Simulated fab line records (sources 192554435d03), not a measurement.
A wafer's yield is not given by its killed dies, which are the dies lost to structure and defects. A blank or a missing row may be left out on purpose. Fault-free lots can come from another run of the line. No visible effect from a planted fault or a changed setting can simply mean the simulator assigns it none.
Chamber matching | flow n5-finfet | 4 sister chambers for N5_FIN_SAQP_MANDREL2_REMOVE_60 on rie-si-01
The step chemistry HBr/Cl2/O2, target a-Si, stops on SiNx, bt time 10 s. 8 wafers are shown with their chamber, then 8 later ones without.

== WAFERS PAIRED WITH THEIR CHAMBERS ==
wafer  | chamber | throttle-valve-pct (%) | drypump-motor-current-A (A)
L076.3 | 1       | 36.1                   | 5.90
L086.3 | 1       | 36.1                   | 5.89
L089.1 | 2       | 36.9                   | 5.35
L089.3 | 0       | 37.2                   | 5.18
L093.1 | 2       | 36.9                   | 5.35
L093.3 | 3       | 36.4                   | 5.61
L093.4 | 0       | 37.2                   | 5.19
L095.1 | 3       | 36.5                   | 5.59

== WAFERS MISSING THEIR CHAMBER ==
wafer  | throttle-valve-pct (%) | drypump-motor-current-A (A)
L095.2 | 37.2                   | 5.20
L095.3 | 36.9                   | 5.35
L096.1 | 36.5                   | 5.59
L096.4 | 36.9                   | 5.37
L096.5 | 36.4                   | 5.59
L097.2 | 36.5                   | 5.58
L097.4 | 36.9                   | 5.35
L097.5 | 37.2                   | 5.19

== EACH ONE'S CHAMBER ==
wafer  | from the rows above | in truth
L095.2 | 0                   | 0
L095.3 | 2                   | 2
L096.1 | 3                   | 3
L096.4 | 2                   | 2
L096.5 | 3                   | 3
L097.2 | 3                   | 3
L097.4 | 2                   | 2
L097.5 | 0                   | 0
Placed correctly: 8 of 8. Left unplaced by these rows: 0. Wrongly placed: 0.
How it was worked out, from the rows above alone: a wafer's distance from a chamber is the root of the sum, over the readings, of the square of ((its reading less the chamber's mean) divided by the reading's scatter). If the next closest chamber is less than 2 further off than the closest, the wafer can't be placed; otherwise it belongs to the closest. The mean given for a chamber averages the wafers shown for that chamber. The scatter is the square root of a quotient: the sum, over the shown wafers, of each reading's squared deviation from its chamber's mean, divided by wafers minus chambers.
